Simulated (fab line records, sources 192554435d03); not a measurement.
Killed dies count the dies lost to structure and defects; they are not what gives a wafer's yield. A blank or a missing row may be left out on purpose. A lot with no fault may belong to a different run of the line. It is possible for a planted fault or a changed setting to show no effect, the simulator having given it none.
Split-lot experiment    flow n5Finfet    7 lots, 21 wafers read, on a route of 1938 steps

THE SPLIT
At N5_BEOL_M9_ETCH_62 (etches SOC in N2/H2, target depth 110 nm, overetch 22 nm, time 165 s), the setting timeS was moved away from the recipe's 165 s on 10 of the 21 wafers read, by -17.6% to +20.1%. This setting was run at the recipe's value on the other wafers.

The split's own step is where the reading is taken.

THE READING
SiARC_of_BEOL_M9_COAT_60.thkNm (the simulator's own value, which no gauge read), in nm, at N5_BEOL_M9_ETCH_62 (etches SOC in N2/H2, target depth 110 nm, overetch 22 nm, time 165 s). The file does not state a usual value for it. The 11 wafers here that ran the recipe average 23.5 nm, standard deviation 0.13 nm.

wafer   tool, chamber at the split  timeS as run, s  against the recipe  SiARC_of_BEOL_M9_COAT_60.thkNm, nm  against lot-mates on the recipe
L075.1  rieDiel-02, 2,3             165              recipe              23.4                                -
L075.3  rieDiel-02, 2,3             165              recipe              23.4                                -
L075.4  rieDiel-02, 1               136              -17.6%              24.6                                +1.2
L077.1  rieDiel-05, 2,3             193.6            +17.3%              22.4                                -1.2
L077.2  rieDiel-05, 2,3             193.6            +17.3%              22.4                                -1.2
L077.6  rieDiel-05, 3               165              recipe              23.6                                -
L083.3  rieDiel-05, 1               165              recipe              23.6                                -
L083.4  rieDiel-05, 1               139              -15.8%              24.6                                +1.0
L083.6  rieDiel-05, 3               139              -15.8%              24.8                                +1.2
L090.1  rieDiel-02, 0               198.2            +20.1%              22.2                                -1.0
L090.4  rieDiel-02, 3               165              recipe              23.2                                -
L090.5  rieDiel-02, 1               198.2            +20.1%              22                                  -1.2
L091.1  rieDiel-02, 0               165              recipe              23.6                                -
L091.4  rieDiel-02, 2               165              recipe              23.4                                -
L091.5  rieDiel-02, 1               148.7            -9.9%               24.2                                +0.7
L094.3  rieDiel-06, 0               165              recipe              23.4                                -
L094.5  rieDiel-06, 0               165              recipe              23.4                                -
L094.6  rieDiel-06, 1               165              recipe              23.6                                -
L095.2  rieDiel-05, 1               165              recipe              23.6                                -
L095.4  rieDiel-05, 3               139.6            -15.4%              24.4                                +0.8
L095.6  rieDiel-05, 0               139.6            -15.4%              24.6                                +1.0
If several chambers appear in one row, that row covers several wafers at once and the file leaves open which wafer was in which chamber.

THE FIT
A straight line over all 21 wafers: SiARC_of_BEOL_M9_COAT_60.thkNm changes by -0.0679 nm for each +1% of timeS; r = -0.99; the points scatter about the line by 0.13 nm.
The same after taking each lot's own level away (the mean of its wafers on the recipe; 21 wafers): -0.0631 nm for each +1%; r = -0.99; scatter 0.11 nm.
On that fit, the largest move of timeS shifts the reading by 1.3 nm.
Measured against the standard deviation above, the lots' own levels, which go from 23.20 to 23.60 nm, span 3.1 times it.
The two slopes are in agreement: the lot-to-lot level therefore moves the slope only a little.
Check: with one of the wafers moved furthest among these (+20.1%) left out of the fit, the line predicts -1.32 nm for it against its lot-mates. It came out at -1 nm against them.

OTHER SPLITS APPLIED TO THESE WAFERS
Other splits were also applied to these wafers ahead of the reading. Each is held against what the fit with the lots' levels taken away leaves over:
other split on the same wafers  wafers away from the commonest value  r with SiARC_of_BEOL_M9_COAT_60.thkNm (lot level and that fit taken away)
N5_BEOL_M6_COAT_22 spinRpm      2                                     +0.09
N5_BEOL_M6_DESCUM_33 timeS      4                                     +0.30
N5_BEOL_M6_VIA_ETCH_34 timeS    9                                     -0.27
N5_BEOL_M8_ILD_DEP_00 timeS     5                                     +0.13
N5_BEOL_M8_COAT_22 spinRpm      6                                     +0.45
N5_BEOL_M8_DESCUM_33 timeS      5                                     -0.20

THE WHOLE CHAIN: every reading that the file lists as answering this split, in the file's order
step                   what it does                                                          reading                                                                          change (the file's fit)                                                              r (the file's)
N5_BEOL_M9_ETCH_62     etches SOC in N2/H2, target depth 110 nm, overetch 22 nm, time 165 s  SiARC_of_BEOL_M9_COAT_60.thkNm (the simulator's own value, which no gauge read)  -0.0639 nm for each +1% of the setting                                               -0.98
N5_BEOL_M9_HM_OPEN_17  chemistry Cl2/BCl3, target TiN, target depth 20 nm, overetch 6 nm     etch.depthNm (the simulator's own value, which no gauge read)                    not straight: 19.67 at the lowest setting, 19.8 at the recipe, 16.37 at the highest  not given

THE FILE'S OWN FIT
SiARC_of_BEOL_M9_COAT_60.thkNm changes by -0.0639 nm for each +1% of timeS, r = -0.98.
